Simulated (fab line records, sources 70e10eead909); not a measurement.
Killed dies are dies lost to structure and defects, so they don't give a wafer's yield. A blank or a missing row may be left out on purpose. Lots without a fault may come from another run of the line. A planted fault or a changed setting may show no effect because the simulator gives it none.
fab line records | flow nand_harc | part 1 of 2: steps 1 to 4 of 6
record lots=20 wafers=60 last_day=25
route steps=1159 shown A_STAIRCASE@628
lots that met no fault: from a run of the same line without faults
start_h: hours from the record's first day to the start of the lot's first wafer shown | wait_h: hours since the lot's step before | " the same as in the row above | L1.1+2: a row that stands for several wafers | - no value, or no start given | * or withheld: withheld | < > ~ a bound
route shown NAME@n: a module of which the file shows steps, and the number in the route of the first | usual: mean/standard deviation of fault-free wafers | same: alike in all rows | chamber/n: place in a boat | sites: the reading at each site | _std_site: their standard deviation | _edge_site: outer sites' mean less inner sites' | radius_mm: how far each site lies from the wafer's centre | mask NAME#n: copy n | behind: the tool/chamber that last shaped the wafer | hold: why the lot was held/for how many hours/how that ended | device: the transistor (n, p or np) that didn't switch | end of line: the same wafers' tests at the end of the route | a step without rows: its recipe alone | killed: dies lost to structure and defects at the first sort, not the wafer's yield | map: a wafer's dies, x killed, . not, _ none there
set.NAME: the setting as run; set.NAME@STEP: as run at that earlier step | model.NAME: the simulator's own value behind a step, which no gauge read
steps of the route over a sample of lots; a table a step, a row a wafer
services: from which hour (start_h, from the record's first day; less than 0 if before it) a tool's chamber was out of use, for how many hours, and why
## steps
# step NHARC_A_STAIRCASE_ETCH_234
# recipe target_depth_a=1000 time_s=40.5 ion_energy_ev=400 c4f8_flow_sccm=20 o2_flow_sccm=10 ar_flow_sccm=withheld rf_w=600 bias_w=1000 chemistry=C4F8/O2
# usual chamber_pressure_mTorr=25.003/0.024 oes_product_au=0.936/0.012 rf_vpp_V=895/5.7
# same time_s=40.5
# columns lot.wafer tool chamber start_h wait_h chamber_pressure_mTorr oes_product_au rf_hours_counter_h rf_vpp_V
L074.2 rie_diel-05 1 - - 25.026 0.931 30 892
L074.1 " 2 " " 24.974 0.920 24 899
L074.3 " 0 " " 25.018 0.914 31 896
L075.3 rie_diel-02 3 - - 25.029 0.951 37 886
L075.1 " 0 " " 24.985 0.945 39 898
L075.2 " 2 " " 24.988 0.962 38 906
L077.3 rie_diel-13 1 - - 25.041 0.919 54 887
L077.1 " 2 " " 25.005 0.930 59 900
L077.6 " 1 " " 25.004 0.919 - 887
L076.1 rie_diel-02 0 - - 25.029 0.945 40 899
L076.4 " 1 " " 25.010 0.938 40 898
L076.6 " 2 " " 25.030 0.960 - 906
L079.2 rie_diel-13 1 - - 24.971 0.916 55 888
L079.1 " 2 " " 24.968 0.927 60 902
L079.6 " 2 " " 25.003 0.933 - 901
L083.1 rie_diel-02 1 - - 24.969 0.934 52 897
L083.4 " 2 " " 24.959 0.946 51 905
L083.3 " 3 " " 24.978 0.924 51 884
L080.3 rie_diel-13 2 - - 24.980 0.946 4 900
L080.4 " 3 " " 25.011 0.922 4 887
L080.1 " 0 " " 24.987 0.943 4 896
L082.1 rie_diel-13 2 - - 25.013 0.948 5 899
L082.3 " 3 " " 24.973 0.948 5 887
L082.5 " 3 " " 24.960 0.941 - 886
L084.2 rie_diel-02 3 - - 25.048 0.936 54 886
L084.3 " 1 " " 25.003 0.926 55 897
L084.4 " 2 " " 25.033 0.944 - 904
L086.4 rie_diel-05 2 - - 25.018 0.925 48 898
L086.3 " 3 " " 24.989 0.926 52 898
L086.6 " 1 " " 25.008 0.927 - 891
L087.4 rie_diel-02 2 - - 25.007 0.949 63 905
L087.6 " 2 " " 24.973 0.943 - 903
L087.5 " 3 " " 25.003 0.933 - 887
L088.4 rie_diel-05 1 - - 25.017 0.942 61 890
L088.1 " 2 " " 24.997 0.931 51 898
L088.2 " 0 " " 24.979 0.958 64 897
L091.3 rie_diel-02 2 - - 25.013 0.946 6 904
L091.2 " 1 " " 24.970 0.925 6 897
L091.4 " 1 " " 24.962 0.935 - 896
L090.2 rie_diel-05 3 - - 25.008 0.949 4 899
L090.6 " 2 " " 25.002 0.931 - 898
L090.5 " 3 " " 24.998 0.945 - 899
L093.2 rie_diel-13 0 - - 25.011 0.917 31 895
L093.3 " 1 " " 24.978 0.925 31 886
L093.6 " 0 " " 25.002 0.924 - 896
L094.3 rie_diel-05 0 - - 25.012 0.942 5 895
L094.2 " 2 " " 24.987 0.940 4 898
L094.5 " 1 " " 24.995 0.941 - 890
L092.2 rie_diel-05 2 - - 25.010 0.937 6 899
L092.5 " 3 " " 24.978 0.948 - 898
L092.6 " 0 " " 25.036 0.924 - 896
L096.4 rie_diel-05 1 - - 24.989 0.956 8 889
L096.6 " 2 " " 25.013 0.951 - 898
L096.5 " 3 " " 25.027 0.963 - 898
L095.4 rie_diel-05 2 - - 25.036 0.939 9 897
L095.1 " 3 " " 25.027 0.951 10 899
L095.2 " 0 " " 25.007 0.938 10 896
L097.2 rie_diel-13 3 - - 24.992 0.929 43 885
L097.1 " 1 " " 25.017 0.933 42 887
L097.5 " 0 " " 24.997 0.925 - 895
# step NHARC_A_STAIRCASE_ETCH_452
# recipe target_depth_a=300 overetch_a=30 time_s=16.5 ion_energy_ev=100 cf4_flow_sccm=80 o2_flow_sccm=20 ar_flow_sccm=0 rf_w=300 bias_w=100 chemistry=CF4/O2
# usual chamber_pressure_mTorr=30.00/0.035 drypump_motor_current_A=5.7/0.34 oes_product_au=0.994/0.011 rf_vpp_V=197.5/1.4 showerhead_plenum_p_Torr=1.32/0.057 throttle_valve_pct=13.398/0.009
# same time_s=16.5
# columns lot.wafer tool chamber start_h wait_h chamber_pressure_mTorr drypump_motor_current_A oes_product_au rf_hours_counter_h rf_vpp_V showerhead_plenum_p_Torr throttle_valve_pct
L074.1 rie_diel-05 0 - - 30.00 6.3 1.001 33 198.9 1.34 13.422
L074.3 " 2 " " 29.98 5.7 0.992 26 198.9 1.37 13.405
L074.2 " 3 " " 30.00 5.3 0.986 27 197.9 1.37 13.399
L075.1 rie_diel-05 0 - - 30.00 6.3 0.999 34 197.9 1.34 13.401
L075.2 " 1 " " 30.03 5.6 0.995 33 197.7 1.28 13.395
L075.3 " 2 " " 30.06 5.6 0.987 27 198.6 1.37 13.401
L076.1 rie_diel-02 2 - - 30.02 5.0 1.007 43 199.7 1.44 13.417
L076.4 " 0 " " 29.99 5.7 0.986 43 197.3 1.37 13.414
L076.6 " 1 " " 30.01 6.1 1.002 - 197.9 1.34 13.418
L077.3 rie_diel-13 1 - - 30.02 5.8 0.982 58 196.6 1.25 13.407
L077.1 " 3 " " 29.97 6.1 0.988 60 196.7 1.24 13.414
L077.6 " 1 " " 29.94 5.8 0.996 - 194.8 1.25 13.397
L079.2 rie_diel-05 3 - - 29.99 5.3 0.990 31 197.6 1.37 13.410
L079.1 " 0 " " 29.99 6.3 1.001 38 197.8 1.34 13.401
L079.6 " 2 " " 30.01 5.6 0.980 - 199.4 1.37 13.394
L083.1 rie_diel-13 2 - - 30.03 5.3 1.007 6 198.0 1.38 13.381
L083.3 " 3 " " 30.05 6.1 0.995 6 193.9 1.24 13.407
L083.4 " 0 " " 30.02 5.6 0.994 6 197.9 1.33 13.396
L080.1 rie_diel-05 3 - - 29.97 5.3 0.992 43 199.0 1.37 13.396
L080.4 " 0 " " 29.97 6.3 1.006 51 197.8 1.34 13.395
L080.3 " 1 " " 29.98 5.6 0.993 49 197.5 1.28 13.383
L082.3 rie_diel-13 3 - - 30.00 6.0 1.005 7 197.0 1.24 13.402
L082.1 " 2 " " 29.99 5.3 1.021 7 199.1 1.38 13.405
L082.5 " 3 " " 30.02 6.1 1.006 - 195.0 1.24 13.395
L084.2 rie_diel-02 3 - - 30.00 6.3 0.994 56 195.7 1.23 13.391
L084.3 " 0 " " 30.01 5.6 0.990 56 197.8 1.37 13.391
L084.4 " 2 " " 30.02 5.0 1.002 56 198.3 1.43 13.401
L087.4 rie_diel-05 1 - - 29.99 5.6 0.994 60 195.8 1.27 13.395
L087.6 " 2 " " 30.01 5.6 0.989 - 197.7 1.36 13.405
L087.5 " 3 " " 30.02 5.3 0.994 - 198.5 1.36 13.381
L086.4 rie_diel-13 2 - - 30.00 5.3 1.004 18 199.7 1.38 13.382
L086.3 " 0 " " 29.99 5.6 0.998 18 197.5 1.33 13.406
L086.6 " 1 " " 30.04 5.8 0.974 - 196.2 1.24 13.406
L088.2 rie_diel-13 1 - - 29.96 5.8 0.975 22 197.4 1.24 13.396
L088.1 " 0 " " 30.02 5.6 0.990 22 197.0 1.33 13.395
L088.4 " 1 " " 30.00 5.8 0.976 - 196.4 1.24 13.392
L091.3 rie_diel-13 0 - - 30.00 5.6 0.977 29 198.8 1.33 13.407
L091.2 " 2 " " 29.98 5.3 1.011 23 200.1 1.37 13.388
L091.4 " 3 " " 29.97 6.0 0.981 29 195.8 1.23 13.387
L090.2 rie_diel-13 0 - - 29.95 5.6 0.998 34 197.6 1.33 13.393
L090.6 " 0 " " 30.01 5.6 0.981 - 198.1 1.33 13.397
L090.5 " 1 " " 29.98 5.8 0.986 - 195.2 1.24 13.407
L093.2 rie_diel-13 0 - - 29.99 5.6 0.999 35 197.7 1.33 13.383
L093.3 " 1 " " 30.02 5.8 0.981 35 195.8 1.24 13.407
L093.6 " 2 " " 30.00 5.3 1.011 - 197.2 1.37 13.405
L094.2 rie_diel-05 3 - - 30.03 5.3 1.007 8 198.1 1.36 13.379
L094.3 " 1 " " 30.00 5.6 1.000 7 196.5 1.27 13.399
L094.5 " 3 " " 29.95 5.3 1.024 - 197.9 1.36 13.386
L092.2 rie_diel-02 3 - - 29.92 6.3 0.995 5 200.8 1.44 13.389
L092.6 " 3 " " 30.01 6.3 0.996 - 200.4 1.44 13.393
L092.5 " 0 " " 29.98 5.6 0.988 - 197.5 1.36 13.399
L096.4 rie_diel-05 0 - - 30.02 6.3 0.995 11 197.1 1.33 13.399
L096.6 " 3 " " 30.02 5.3 1.019 - 196.1 1.36 13.392
L096.5 " 0 " " 30.01 6.3 1.002 - 197.8 1.33 13.412
L095.1 rie_diel-05 1 - - 30.01 5.6 1.005 12 196.1 1.27 13.396
L095.2 " 2 " " 29.98 5.7 0.997 13 199.2 1.36 13.403
L095.4 " 0 " " 30.01 6.3 0.991 13 196.4 1.33 13.412
L097.1 rie_diel-13 0 - - 29.98 5.6 0.990 45 198.3 1.33 13.395
L097.2 " 2 " " 30.01 5.3 0.995 37 198.0 1.37 13.410
L097.5 " 0 " " 29.74 5.6 0.983 - 197.5 1.33 13.389
# step NHARC_A_STAIRCASE_DESCUM_312
# recipe time_s=3 o2_flow_sccm=200 ar_flow_sccm=0 bias_power_w=0 chemistry=O2
# usual chamber_pressure_mTorr=60.00/0.056 drypump_motor_current_A=5.7/0.33 oes_product_au=0.994/0.012 rf_vpp_V=57.7/0.89 showerhead_plenum_p_Torr=1.89/0.082 throttle_valve_pct=11.310/0.0094
# same bias_power_w=0 time_s=3
# columns lot.wafer tool chamber start_h wait_h chamber_pressure_mTorr drypump_motor_current_A oes_product_au rf_hours_counter_h rf_vpp_V showerhead_plenum_p_Torr throttle_valve_pct
L074.1 rie_diel-13 1 264.73 - 59.93 5.8 0.980 55 56.7 1.78 11.320
L074.2 " 2 " " 59.92 5.3 1.000 60 58.6 1.98 11.327
L074.3 " 3 " " 59.98 6.1 0.977 58 56.0 1.78 11.326
L075.2 rie_diel-02 3 266.84 - 59.98 6.3 0.995 41 57.8 1.77 11.306
L075.1 " 1 " " 60.01 6.1 0.994 43 59.0 1.93 11.302
L075.3 " 2 " " 59.91 5.0 1.000 43 58.8 2.06 11.313
L076.1 rie_diel-05 3 272.00 - 60.01 5.3 0.986 32 59.3 1.96 11.313
L076.4 " 2 " " 60.07 5.7 0.977 30 58.9 1.96 11.293
L076.6 " 3 " " 59.92 5.3 0.991 - 58.8 1.96 11.320
L077.1 rie_diel-02 1 272.99 - 59.98 6.1 1.004 45 59.0 1.93 11.304
L077.3 " 2 " " 60.00 5.0 1.007 44 59.2 2.06 11.316
L077.6 " 0 " " 59.99 5.6 0.996 - 57.8 1.96 11.306
L079.2 rie_diel-13 1 273.83 - 59.99 5.8 0.977 59 57.7 1.78 11.322
L079.1 " 2 " " 59.96 5.3 1.003 64 58.1 1.98 11.302
L079.6 " 3 " " 59.89 6.1 0.987 - 58.0 1.77 11.310
L083.4 rie_diel-13 0 309.90 - 59.94 5.6 1.015 7 57.7 1.91 11.293
L083.1 " 1 " " 60.01 5.8 0.987 7 56.8 1.78 11.315
L083.3 " 2 " " 59.99 5.3 1.019 6 57.9 1.98 11.308
L080.4 rie_diel-05 1 311.30 - 60.00 5.6 0.994 52 57.2 1.83 11.304
L080.1 " 2 " " 59.90 5.6 0.974 42 58.6 1.96 11.302
L080.3 " 3 " " 60.02 5.3 0.985 45 57.8 1.96 11.310
L082.3 rie_diel-05 3 315.23 - 59.98 5.3 0.991 47 56.7 1.96 11.317
L082.1 " 1 " " 60.03 5.6 1.009 54 58.0 1.83 11.299
L082.5 " 3 " " 59.99 5.3 0.992 - 57.6 1.96 11.305
L084.4 rie_diel-05 3 316.35 - 59.98 5.3 0.984 47 58.4 1.96 11.313
L084.3 " 0 " " 59.91 6.3 0.997 56 58.0 1.92 11.295
L084.2 " 1 " " 60.06 5.6 0.994 54 57.4 1.83 11.309
L086.3 rie_diel-13 2 341.40 - 60.05 5.3 1.014 20 58.7 1.97 11.303
L086.4 " 3 " " 59.97 6.1 0.993 20 55.9 1.77 11.320
L086.6 " 0 " " 60.00 5.6 0.995 - 56.1 1.91 11.331
L087.4 rie_diel-13 3 342.40 - 60.04 6.1 0.996 21 57.7 1.77 11.310
L087.5 " 2 " " 59.96 5.3 1.010 - 59.8 1.97 11.314
L087.6 " 3 " " 59.98 6.1 0.982 - 57.8 1.77 11.324
L088.2 rie_diel-05 3 349.71 - 59.96 5.3 1.016 0 56.5 1.95 11.323
L088.1 " 0 " " 60.12 6.2 0.989 0 57.8 1.91 11.296
L088.4 " 2 " " 60.02 5.7 0.994 0 57.9 1.95 11.287
L091.2 rie_diel-13 0 360.41 - 59.89 5.6 1.003 31 57.8 1.90 11.299
L091.3 " 1 " " 60.09 5.8 0.987 31 57.5 1.77 11.319
L091.4 " 2 " " 60.03 5.3 1.019 25 58.4 1.97 11.320
L090.2 rie_diel-13 1 370.99 - 60.01 5.8 0.978 35 58.8 1.77 11.307
L090.6 " 3 " " 59.97 6.1 0.992 - 57.2 1.76 11.322
L090.5 " 0 " " 59.97 5.6 0.991 - 56.1 1.90 11.316
L093.2 rie_diel-13 2 372.72 - 60.06 5.3 1.012 29 59.7 1.97 11.308
L093.3 " 3 " " 60.02 6.0 0.992 35 57.1 1.76 11.287
L093.6 " 2 " " 59.98 5.3 0.991 - 57.8 1.97 11.296
L094.2 rie_diel-05 3 374.95 - 59.90 5.3 1.020 10 56.8 1.95 11.326
L094.3 " 1 " " 59.93 5.6 1.016 9 58.2 1.82 11.317
L094.5 " 2 " " 59.98 5.6 0.993 - 57.8 1.95 11.313
L092.2 rie_diel-13 3 379.19 - 60.07 6.1 1.001 39 58.3 1.76 11.324
L092.6 " 1 " " 59.98 5.8 0.971 - 57.7 1.77 11.303
L092.5 " 2 " " 60.09 5.3 0.999 - 57.9 1.97 11.319
L096.4 rie_diel-13 3 382.72 - 60.05 6.1 0.988 41 57.3 1.76 11.292
L096.5 " 0 " " 59.96 5.6 0.984 - 57.5 1.90 11.295
L096.6 " 1 " " 59.95 5.7 0.980 - 57.5 1.77 11.308
L095.2 rie_diel-05 0 387.48 - 60.03 6.3 0.992 16 58.3 1.91 11.305
L095.4 " 1 " " 60.09 5.6 1.002 15 58.0 1.82 11.315
L095.1 " 2 " " 60.01 5.7 0.989 16 58.2 1.95 11.314
L097.2 rie_diel-02 1 398.98 - 60.12 6.1 0.990 25 57.7 1.91 11.319
L097.1 " 3 " " 59.95 6.3 0.996 13 58.3 2.07 11.318
L097.5 " 1 " " 60.01 6.1 0.987 - 57.4 1.91 11.323
# step NHARC_A_STAIRCASE_ETCH_313
# recipe cf4_flow_sccm=100 chf3_flow_sccm=30 ar_flow_sccm=0 rf_w=500 bias_w=200 chemistry=CF4/CHF3
# usual chamber_pressure_mTorr=25.002/0.025 drypump_motor_current_A=5.7/0.35 oes_product_au=0.930/0.02 rf_vpp_V=370.0/2.3 showerhead_plenum_p_Torr=1.55/0.065 throttle_valve_pct=16.801/0.0095
# columns lot.wafer tool chamber start_h wait_h chamber_pressure_mTorr drypump_motor_current_A oes_product_au rf_hours_counter_h rf_vpp_V showerhead_plenum_p_Torr throttle_valve_pct
L074.1 rie_diel-13 1 264.84 0.1 25.012 5.8 0.904 55 367.8 1.47 16.792
L074.2 " 3 " " 25.033 6.1 0.913 58 369.2 1.47 16.806
L074.3 " 0 " " 24.987 5.6 0.910 56 369.5 1.57 16.806
L075.3 rie_diel-02 3 266.95 0.1 25.003 6.3 0.924 41 368.4 1.46 16.796
L075.1 " 0 " " 25.014 5.6 0.921 43 371.5 1.61 16.820
L075.2 " 2 " " 24.978 5.0 0.940 43 374.2 1.69 16.819
L076.4 rie_diel-05 1 272.10 0.1 25.002 5.6 0.927 38 369.3 1.51 16.821
L076.1 " 3 " " 24.972 5.3 0.925 32 371.3 1.61 16.803
L076.6 " 0 " " 25.007 6.3 0.923 - 371.4 1.58 16.790
L077.1 rie_diel-02 0 273.07 0.1 24.972 5.6 0.954 45 370.2 1.61 16.805
L077.3 " 2 " " 25.018 5.0 0.984 44 373.7 1.69 16.807
L077.6 " 1 " " 25.043 6.1 0.949 - 371.6 1.58 16.795
L079.1 rie_diel-13 1 273.90 0.1 24.969 5.8 0.960 59 366.4 1.47 16.791
L079.2 " 3 " " 25.025 6.1 0.941 61 368.0 1.47 16.790
L079.6 " 1 " " 25.016 5.8 0.952 - 366.6 1.47 16.805
L083.4 rie_diel-13 3 310.20 0.3 25.000 6.1 0.917 6 366.7 1.46 16.803
L083.3 " 1 " " 25.008 5.8 0.908 7 368.0 1.47 16.786
L083.1 " 2 " " 24.970 5.3 0.926 7 372.0 1.62 16.800
L080.4 rie_diel-05 0 311.45 0.1 24.965 6.3 0.924 54 370.6 1.58 16.801
L080.1 " 1 " " 25.000 5.6 0.919 52 368.0 1.51 16.796
L080.3 " 2 " " 25.017 5.7 0.915 42 372.6 1.61 16.789
L082.1 rie_diel-05 1 315.31 0.1 24.973 5.6 0.968 54 368.1 1.50 16.789
L082.3 " 0 " " 24.988 6.3 0.948 56 371.2 1.58 16.810
L082.5 " 2 " " 25.023 5.7 0.932 - 371.6 1.61 16.793
L084.3 rie_diel-05 1 316.55 0.2 25.026 5.6 0.966 54 367.7 1.50 16.795
L084.2 " 3 " " 25.044 5.3 0.932 47 371.2 1.61 16.808
L084.4 " 0 " " 25.002 6.3 0.957 56 370.9 1.58 16.814
L086.3 rie_diel-13 2 341.47 0.1 25.028 5.3 0.942 21 371.2 1.62 16.786
L086.4 " 3 " " 25.021 6.1 0.930 20 367.0 1.46 16.799
L086.6 " 2 " " 25.011 5.3 0.938 - 373.5 1.62 16.799
L087.4 rie_diel-13 1 342.68 0.3 24.992 5.8 0.910 21 367.6 1.47 16.823
L087.6 " 1 " " 25.019 5.8 0.903 - 367.0 1.47 16.798
L087.5 " 2 " " 25.008 5.3 0.927 - 373.1 1.62 16.803
L088.1 rie_diel-05 1 349.86 0.1 25.001 5.6 0.947 0 368.1 1.50 16.807
L088.2 " 2 " " 25.031 5.6 0.963 0 372.0 1.60 16.792
L088.4 " 3 " " 24.994 5.3 0.958 0 371.3 1.61 16.788
L091.3 rie_diel-13 2 360.49 0.1 25.009 5.3 0.940 25 372.8 1.62 16.816
L091.4 " 3 " " 24.985 6.0 0.920 32 365.5 1.46 16.800
L091.2 " 0 " " 25.023 5.6 0.925 31 370.6 1.57 16.801
L090.2 rie_diel-13 2 371.08 0.1 24.977 5.3 0.927 29 372.5 1.62 16.808
L090.6 " 3 " " 25.005 6.0 0.915 - 365.9 1.46 16.808
L090.5 " 0 " " 25.023 5.6 0.911 - 371.0 1.56 16.793
L093.2 rie_diel-13 3 372.80 0.1 24.975 6.1 0.911 35 366.3 1.46 16.804
L093.3 " 0 " " 25.044 5.6 0.910 36 370.1 1.57 16.807
L093.6 " 3 " " 25.007 6.1 0.919 - 366.4 1.46 16.806
L094.2 rie_diel-05 1 375.03 0.1 24.980 5.6 0.926 9 367.7 1.50 16.823
L094.3 " 2 " " 25.013 5.7 0.915 9 372.0 1.60 16.795
L094.5 " 0 " " 24.987 6.3 0.919 - 370.0 1.57 16.789
L092.2 rie_diel-13 2 379.29 0.1 25.005 5.3 0.926 32 371.8 1.62 16.798
L092.6 " 3 " " 24.951 6.1 0.924 - 366.4 1.46 16.803
L092.5 " 0 " " 25.019 5.6 0.911 - 370.6 1.56 16.810
L096.4 rie_diel-13 0 383.29 0.6 25.009 5.6 0.918 41 371.3 1.56 16.810
L096.6 " 2 " " 24.960 5.3 0.937 - 371.7 1.62 16.812
L096.5 " 3 " " 25.010 6.1 0.925 - 367.3 1.46 16.798
L095.1 rie_diel-05 0 387.56 0.1 24.995 6.3 0.919 16 370.6 1.57 16.806
L095.2 " 1 " " 24.983 5.6 0.925 15 368.3 1.50 16.801
L095.4 " 2 " " 24.989 5.7 0.906 16 369.8 1.60 16.803
L097.2 rie_diel-02 1 399.06 0.1 24.949 6.1 0.949 25 371.0 1.57 16.809
L097.1 " 0 " " 25.021 5.6 0.947 24 372.4 1.60 16.800
L097.5 " 1 " " 25.005 6.1 0.941 - 370.7 1.57 16.805
